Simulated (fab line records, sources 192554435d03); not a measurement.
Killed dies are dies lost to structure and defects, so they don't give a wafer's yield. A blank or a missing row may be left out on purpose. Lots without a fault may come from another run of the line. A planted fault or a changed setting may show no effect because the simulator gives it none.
Chamber matching | flow n5_finfet | N5_WELL_APT_DESCUM_30 on rie_diel-06: 4 sister chambers
The step chemistry O2, time 7.9 s. 14 wafers are shown with their chamber, then 7 later ones without.

WAFERS WITH THEIR CHAMBER
wafer  | chamber | drypump_motor_current_A (A) | showerhead_plenum_p_Torr (Torr) | throttle_valve_pct (%)
L075.1 | 3       | 5.5                         | 2.05                            | 20.81
L075.2 | 2       | 5.3                         | 2.17                            | 20.55
L075.6 | 3       | 5.5                         | 2.05                            | 20.83
L084.2 | 2       | 5.3                         | 2.16                            | 20.57
L084.3 | 3       | 5.6                         | 2.04                            | 20.86
L084.5 | 0       | 6.5                         | 2.04                            | 20.45
L087.1 | 0       | 6.5                         | 2.03                            | 20.47
L087.3 | 3       | 5.5                         | 2.04                            | 20.86
L087.6 | 1       | 5.5                         | 2.04                            | 20.25
L088.1 | 1       | 5.5                         | 2.04                            | 20.29
L088.5 | 2       | 5.3                         | 2.16                            | 20.58
L088.6 | 1       | 5.4                         | 2.04                            | 20.29
L089.2 | 0       | 6.5                         | 2.03                            | 20.47
L089.5 | 0       | 6.5                         | 2.03                            | 20.46

SIGNATURES (means of the wafers above)
reading                  | chamber 0 | chamber 1 | chamber 2 | chamber 3 | scatter within a chamber
drypump_motor_current_A  | 6.500     | 5.467     | 5.300     | 5.525     | 0.0376
showerhead_plenum_p_Torr | 2.0325    | 2.0400    | 2.1633    | 2.0450    | 0.00492
throttle_valve_pct       | 20.4625   | 20.2767   | 20.5667   | 20.8400   | 0.019
Rule: a wafer's distance from a chamber is the root of the sum, over the readings, of the square of ((its reading less the chamber's mean) divided by the reading's scatter). The wafer belongs to the nearest chamber; if the next one is less than 2 further off, it can't be placed. The scatter: the root of (the sum of the squares of (reading less its chamber's mean) over the shown wafers, divided by (wafers less chambers)).

WAFERS WITHOUT THEIR CHAMBER
wafer  | drypump_motor_current_A (A) | showerhead_plenum_p_Torr (Torr) | throttle_valve_pct (%)
L089.6 | 5.3                         | 2.16                            | 20.59
L094.1 | 6.5                         | 2.03                            | 20.49
L094.5 | 6.5                         | 2.03                            | 20.49
L094.6 | 5.3                         | 2.16                            | 20.61
L096.1 | 5.5                         | 2.04                            | 20.47
L096.2 | 6.5                         | 2.03                            | 20.50
L096.4 | 5.5                         | 2.04                            | 20.45

WHICH CHAMBER EACH WENT THROUGH
wafer  | from the rows above | in truth
L089.6 | 2                   | 2
L094.1 | 0                   | 0
L094.5 | 0                   | 0
L094.6 | 2                   | 2
L096.1 | 1                   | 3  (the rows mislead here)
L096.2 | 0                   | 0
L096.4 | 1                   | 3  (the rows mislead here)
Placed correctly: 5 of 7. Can't be placed from these rows: 0. Placed wrongly: 2.
